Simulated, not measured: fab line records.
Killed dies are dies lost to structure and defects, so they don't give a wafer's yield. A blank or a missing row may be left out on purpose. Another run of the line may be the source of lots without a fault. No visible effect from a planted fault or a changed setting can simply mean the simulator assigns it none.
Which of the tools did it? | flow nand harc | 36 wafers from 12 lots sampled at 5 of the route's 1302 steps

== WHAT THE GAUGES SHOWED, per wafer ==
NHARC_A_CONTACT_INSPECT_71.
lot  | measured     | on                | raw defect count
L125 | day 21 21:38 | defect inspect-02 | 61 54 64
L127 | day 23 02:15 | defect inspect-02 | 67 57 61
L133 | day 25 07:55 | defect inspect-01 | 44 31 38
L135 | day 26 00:40 | defect inspect-02 | 144 163 146
L136 | day 26 20:26 | defect inspect-02 | 50 31 43
L138 | day 27 11:05 | defect inspect-01 | 96 107 93
L139 | day 27 12:07 | defect inspect-02 | 70 70 93
L141 | day 29 08:07 | defect inspect-02 | 139 154 137
L143 | day 29 12:44 | defect inspect-01 | 26 26 18
L142 | day 29 18:14 | defect inspect-01 | 136 143 127
L144 | day 29 22:35 | defect inspect-02 | 70 73 98
L147 | day 31 09:14 | defect inspect-01 | 12 15 15

NHARC_END_SORT_01.
lot  | measured     | on        | killed at array | killed at other | killed at periphery | killed dies | killed open | killed short
L125 | day 24 07:23 | prober-02 | 30 49 46        | 1 0 1           | 6 4 9               | 37 53 56    | 2 4 4       | 5 4 2
L127 | day 25 14:17 | prober-01 | 46 46 39        | 2 0 1           | 0 3 3               | 48 49 43    | 3 8 3       | 2 1 6
L133 | day 27 22:13 | prober-01 | 42 26 36        | 3 1 1           | 1 5 6               | 46 32 43    | 1 3 5       | 1 0 2
L135 | day 28 12:16 | prober-01 | 64 90 66        | 0 0 1           | 6 4 6               | 70 94 73    | 2 4 4       | 0 2 1
L136 | day 29 07:04 | prober-02 | 39 25 31        | 0 0 0           | 4 4 7               | 43 29 38    | 4 4 3       | 6 1 5
L138 | day 29 21:17 | prober-01 | 59 53 64        | 1 1 2           | 5 3 7               | 65 57 73    | 3 3 4       | 3 1 1
L139 | day 29 22:02 | prober-02 | 50 50 57        | 1 0 0           | 0 5 7               | 51 55 64    | 5 3 4       | 1 2 1
L141 | day 31 15:49 | prober-01 | 672 670 674     | 0 1 1           | 5 6 2               | 677 677 677 | 5 6 2       | 5 3 4
L143 | day 31 23:41 | prober-01 | 676 673 675     | 0 0 0           | 1 4 2               | 677 677 677 | 0 4 3       | 2 3 1
L142 | day 32 08:43 | prober-01 | 675 670 673     | 0 0 0           | 2 7 4               | 677 677 677 | 2 2 4       | 1 1 0
L144 | day 32 16:32 | prober-01 | 40 46 63        | 2 0 0           | 0 0 2               | 42 46 65    | 2 1 4       | 3 4 2
L147 | day 34 00:10 | prober-01 | 16 21 32        | 1 0 0           | 5 4 5               | 22 25 37    | 4 3 5       | 3 2 7

== TOOL THAT RAN EACH LOT (tool first, then ch and the chambers of the sampled wafers, then the start) ==
lot  | NHARC_A_CONTACT_ETCH_77                       | NHARC_A_CONTACT_ETCH_125             | NHARC_A_CONTACT_ETCH_126
L125 | rie diel-03 ch 0,1,2, day 21 23:42 or earlier | har cap etch-03 ch 0,1, day 21 23:42 | har cap etch-03 ch 0,1, day 21 23:53
L127 | rie diel-03 ch 0,3, day 23 04:02 or earlier   | har cap etch-03 ch 0,1, day 23 04:02 | har cap etch-03 ch 0,1, day 23 04:13
L133 | rie diel-08 ch 0,1,2, day 25 09:44 or earlier | har cap etch-02 ch 0,1, day 25 09:44 | har cap etch-02 ch 0,1, day 25 09:54
L135 | rie diel-08 ch 0,2,3, day 26 02:31 or earlier | har cap etch-02 ch 0,1, day 26 02:31 | har cap etch-02 ch 0,1, day 26 02:41
L136 | rie diel-12 ch 1,3, day 26 22:14 or earlier   | har cap etch-03 ch 0,1, day 26 22:14 | har cap etch-03 ch 0,1, day 26 22:24
L138 | rie diel-12 ch 0,1,3, day 27 13:11 or earlier | har cap etch-03 ch 0,1, day 27 13:11 | har cap etch-03 ch 0,1, day 27 13:22
L139 | rie diel-08 ch 0,1, day 27 14:17 or earlier   | har cap etch-02 ch 0,1, day 27 14:17 | har cap etch-02 ch 0,1, day 27 14:27
L141 | rie diel-08 ch 0,2,3, day 29 09:55 or earlier | har cap etch-02 ch 0,1, day 29 09:55 | har cap etch-02 ch 0,1, day 29 10:05
L143 | rie diel-12 ch 2,3, day 29 15:14 or earlier   | har cap etch-01 ch 0,1, day 29 15:14 | har cap etch-01 ch 0,1, day 29 15:24
L142 | rie diel-12 ch 0,1,2, day 29 20:16 or earlier | har cap etch-02 ch 0,1, day 29 20:16 | har cap etch-02 ch 0,1, day 29 20:27
L144 | rie diel-03 ch 0,1, day 30 00:36 or earlier   | har cap etch-03 ch 0,1, day 30 00:36 | har cap etch-03 ch 0,1, day 30 00:47
L147 | rie diel-12 ch 1,2,3, day 31 11:28 or earlier | har cap etch-02 ch 0,1, day 31 11:28 | har cap etch-02 ch 0,1, day 31 11:38
- NHARC_A_CONTACT_ETCH_77: etches the open film in CF4/CHF3, target depth 108.9 nm, time 54.5 s.
- NHARC_A_CONTACT_ETCH_125: etches the open film in C4F8/O2/Ar, time 197 s, target depth 1918 nm.
- NHARC_A_CONTACT_ETCH_126: etches the open film in C4F8/O2/Ar, time 197 s, target depth 1918 nm.

== WHAT THE TOOLS THEMSELVES READ (means of the sampled wafers that have a number; where no wafer has one, the mark that the record gives instead) ==
NHARC_A_CONTACT_ETCH_77.
lot  | tool        | bias w (W) | cf4 flow sccm (sccm) | drypump motor current A (A) | oes product au (a.u.) | rf vpp V (V) | showerhead plenum p Torr (Torr) | throttle valve pct (%)
L125 | rie diel-03 | 200.4      | 99.81                | 5.4                         | 0.937                 | 369.1        | 1.53                            | 16.800
L127 | rie diel-03 | 200.6      | 100.05               | 5.4                         | 0.941                 | 369.8        | 1.57                            | 16.814
L133 | rie diel-08 | 200.1      | 100.22               | 5.6                         | 0.966                 | 371.1        | 1.58                            | 16.813
L135 | rie diel-08 | 200.5      | 99.95                | 5.4                         | 0.966                 | 370.7        | 1.55                            | 16.800
L136 | rie diel-12 | 200.3      | 100.24               | 5.8                         | 0.920                 | 371.6        | 1.61                            | 16.800
L138 | rie diel-12 | 200.0      | 99.90                | 5.7                         | 0.964                 | 372.3        | 1.64                            | 16.802
L139 | rie diel-08 | 199.7      | 100.11               | 5.6                         | 0.924                 | 372.7        | 1.63                            | 16.807
L141 | rie diel-08 | 199.6      | 100.02               | 5.4                         | 0.929                 | 370.5        | 1.55                            | 16.797
L143 | rie diel-12 | 200.3      | 100.14               | 5.5                         | 0.930                 | 373.4        | 1.64                            | 16.806
L142 | rie diel-12 | 199.8      | 100.06               | 5.8                         | 0.932                 | 372.4        | 1.64                            | 16.806
L144 | rie diel-03 | 200.2      | 100.21               | 5.6                         | 0.973                 | 368.3        | 1.52                            | 16.799
L147 | rie diel-12 | 199.9      | 100.06               | 5.7                         | 0.924                 | 372.3        | 1.62                            | 16.800

NHARC_A_CONTACT_ETCH_125.
lot  | tool            | chamber pressure mTorr (mTorr) | oes air line au (a.u.)
L125 | har cap etch-03 | 20.015                         | 1.014
L127 | har cap etch-03 | 19.987                         | 0.977
L133 | har cap etch-02 | 20.012                         | 0.992
L135 | har cap etch-02 | 20.016                         | 0.997
L136 | har cap etch-03 | 20.003                         | 1.003
L138 | har cap etch-03 | 19.994                         | 0.989
L139 | har cap etch-02 | 20.008                         | 1.019
L141 | har cap etch-02 | 19.995                         | 0.995
L143 | har cap etch-01 | 19.980                         | 0.995
L142 | har cap etch-02 | 19.991                         | 0.975
L144 | har cap etch-03 | 20.001                         | 1.013
L147 | har cap etch-02 | 20.006                         | 1.004

NHARC_A_CONTACT_ETCH_126.
lot  | tool            | chamber pressure mTorr (mTorr) | oes air line au (a.u.)
L125 | har cap etch-03 | 20.016                         | 1.009
L127 | har cap etch-03 | 19.985                         | 0.993
L133 | har cap etch-02 | 20.016                         | 0.996
L135 | har cap etch-02 | 20.001                         | 1.016
L136 | har cap etch-03 | 19.991                         | 1.022
L138 | har cap etch-03 | 20.003                         | 0.998
L139 | har cap etch-02 | 19.991                         | 1.004
L141 | har cap etch-02 | -                              | -
L143 | har cap etch-01 | -                              | -
L142 | har cap etch-02 | -                              | -
L144 | har cap etch-03 | 20.010                         | 0.988
L147 | har cap etch-02 | 19.994                         | 0.994

== THE ANSWER, worked out from the rows above alone ==
Rule: the lots themselves supply what counts as usual. The widest of any qualifying gaps counts: lots, ordered by their means at a reading, are off when they make up no more than a third of the lots, leave a main group of 4 or more, and stand apart from it by 3 or more times the standard deviation of that group's means. Not used: any main group whose means are identical at the precision the tables above print for the reading. A lot without any number at a reading at which 4 lots or more have one is off too. Where the step has rows for the other lots, those lots are counted as sound. First the gauges in route order, then the tools' own readings, where a lot's mean is used as printed above. The first step at which some lot is off is used, and at that step the reading that is off furthest; a lot without a number counts as furthest.
Off at NHARC_END_SORT_01 (killed at array): L141, L143, L142. The main group: mean 45, standard deviation 14.
If a tool, at a process step before that reading, ran all the lots that are off and no sound lot after the first of them, it fits. Not tried: the gauges at NHARC_END_SORT_01; whatever is off there is also off at NHARC_A_CONTACT_ETCH_126, on other tools, and gauge error can't account for it. With no start given for some of its lots, NHARC_A_CONTACT_ETCH_77 uses the hours and lot order of NHARC_A_CONTACT_ETCH_125. None of those tried fits.

== WHAT THE SIMULATOR HAD INSERTED ==
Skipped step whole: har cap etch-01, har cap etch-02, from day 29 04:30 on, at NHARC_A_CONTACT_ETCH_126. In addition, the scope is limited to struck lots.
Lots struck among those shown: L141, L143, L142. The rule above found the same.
